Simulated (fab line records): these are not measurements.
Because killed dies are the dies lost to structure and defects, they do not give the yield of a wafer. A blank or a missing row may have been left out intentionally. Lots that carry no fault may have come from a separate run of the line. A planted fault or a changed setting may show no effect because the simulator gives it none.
Chamber matching || flow n5-finfet || 4 sister chambers for N5_GATE_CUT_SAC_CAP_01 on ald-sin-04
The step material SiNx, target thk 24 nm, pulse time 1 s, ald cycles 480. 14 wafers are shown with their chamber, then 7 later ones without.

== EACH WAFER AND ITS CHAMBER ==
{"wafer": "L075.1", "chamber": 3, "heater-power-w (W)": 740, "susceptor-temp-C (C)": 399.72, "precursor-pulse-height-rel": 0.975}
{"wafer": "L075.5", "chamber": 3, "heater-power-w (W)": 739, "susceptor-temp-C (C)": 400.01, "precursor-pulse-height-rel": 1.010}
{"wafer": "L075.6", "chamber": 0, "heater-power-w (W)": 883, "susceptor-temp-C (C)": 399.86, "precursor-pulse-height-rel": 0.989}
{"wafer": "L076.2", "chamber": 2, "heater-power-w (W)": 754, "susceptor-temp-C (C)": 399.85, "precursor-pulse-height-rel": 0.993}
{"wafer": "L076.3", "chamber": 0, "heater-power-w (W)": 878, "susceptor-temp-C (C)": 400.11, "precursor-pulse-height-rel": 1.010}
{"wafer": "L076.5", "chamber": 0, "heater-power-w (W)": 876, "susceptor-temp-C (C)": 399.97, "precursor-pulse-height-rel": 1.014}
{"wafer": "L080.3", "chamber": 1, "heater-power-w (W)": 692, "susceptor-temp-C (C)": 399.69, "precursor-pulse-height-rel": 1.005}
{"wafer": "L080.4", "chamber": 0, "heater-power-w (W)": 871, "susceptor-temp-C (C)": 399.91, "precursor-pulse-height-rel": 1.000}
{"wafer": "L080.6", "chamber": 2, "heater-power-w (W)": 743, "susceptor-temp-C (C)": 399.60, "precursor-pulse-height-rel": 1.012}
{"wafer": "L082.2", "chamber": 3, "heater-power-w (W)": 736, "susceptor-temp-C (C)": 400.06, "precursor-pulse-height-rel": 0.988}
{"wafer": "L082.4", "chamber": 0, "heater-power-w (W)": 888, "susceptor-temp-C (C)": 400.03, "precursor-pulse-height-rel": 1.024}
{"wafer": "L082.5", "chamber": 3, "heater-power-w (W)": 743, "susceptor-temp-C (C)": 399.98, "precursor-pulse-height-rel": 0.988}
{"wafer": "L083.2", "chamber": 0, "heater-power-w (W)": 913, "susceptor-temp-C (C)": 399.90, "precursor-pulse-height-rel": 0.981}
{"wafer": "L083.5", "chamber": 1, "heater-power-w (W)": 704, "susceptor-temp-C (C)": 399.95, "precursor-pulse-height-rel": 1.014}

SIGNATURES, as means of the wafers listed above
{"reading": "heater-power-w", "chamber 0": 884.83, "chamber 1": 698.00, "chamber 2": 748.50, "chamber 3": 739.50, "scatter within a chamber": 11.3}
{"reading": "susceptor-temp-C", "chamber 0": 399.9633, "chamber 1": 399.8200, "chamber 2": 399.7250, "chamber 3": 399.9425, "scatter within a chamber": 0.133}
{"reading": "precursor-pulse-height-rel", "chamber 0": 1.00300, "chamber 1": 1.00950, "chamber 2": 1.00250, "chamber 3": 0.99025, "scatter within a chamber": 0.0147}
Rule: a wafer lies at a distance from a chamber equal to the root of the sum of squares, over the readings, of (its reading less the chamber's mean, divided by the reading's scatter). If the next closest chamber is less than 2 further off than the closest, the wafer can't be placed; otherwise it belongs to the closest. How the scatter is found: for the shown wafers, subtract from each reading the mean of its chamber, square and add these, divide the total by (wafers less chambers), then take the root.

== WAFERS WHOSE CHAMBER IS MISSING ==
{"wafer": "L083.6", "heater-power-w (W)": 915, "susceptor-temp-C (C)": 400.00, "precursor-pulse-height-rel": 0.989}
{"wafer": "L084.1", "heater-power-w (W)": 763, "susceptor-temp-C (C)": 399.88, "precursor-pulse-height-rel": 0.967}
{"wafer": "L084.3", "heater-power-w (W)": 892, "susceptor-temp-C (C)": 399.97, "precursor-pulse-height-rel": 0.998}
{"wafer": "L084.4", "heater-power-w (W)": 765, "susceptor-temp-C (C)": 400.01, "precursor-pulse-height-rel": 0.973}
{"wafer": "L093.1", "heater-power-w (W)": 743, "susceptor-temp-C (C)": 400.17, "precursor-pulse-height-rel": 1.035}
{"wafer": "L093.2", "heater-power-w (W)": 766, "susceptor-temp-C (C)": 400.32, "precursor-pulse-height-rel": 0.997}
{"wafer": "L093.5", "heater-power-w (W)": 731, "susceptor-temp-C (C)": 399.98, "precursor-pulse-height-rel": 0.982}

== WHICH CHAMBER EACH ONE RAN IN ==
{"wafer": "L083.6", "from the rows above": 0, "in truth": 0}
{"wafer": "L084.1", "from the rows above": "can't be placed: 3 or 2", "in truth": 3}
{"wafer": "L084.3", "from the rows above": 0, "in truth": 0}
{"wafer": "L084.4", "from the rows above": "can't be placed: 3 or 2", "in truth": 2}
{"wafer": "L093.1", "from the rows above": "can't be placed: 3 or 2 or 1", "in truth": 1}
{"wafer": "L093.2", "from the rows above": "can't be placed: 3 or 2", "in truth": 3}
{"wafer": "L093.5", "from the rows above": "can't be placed: 3 or 2", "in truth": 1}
2 of 7 placed correctly. From these rows, 5 cannot be placed; in 4 the true chamber is one of the candidates. Number placed wrongly: 0.
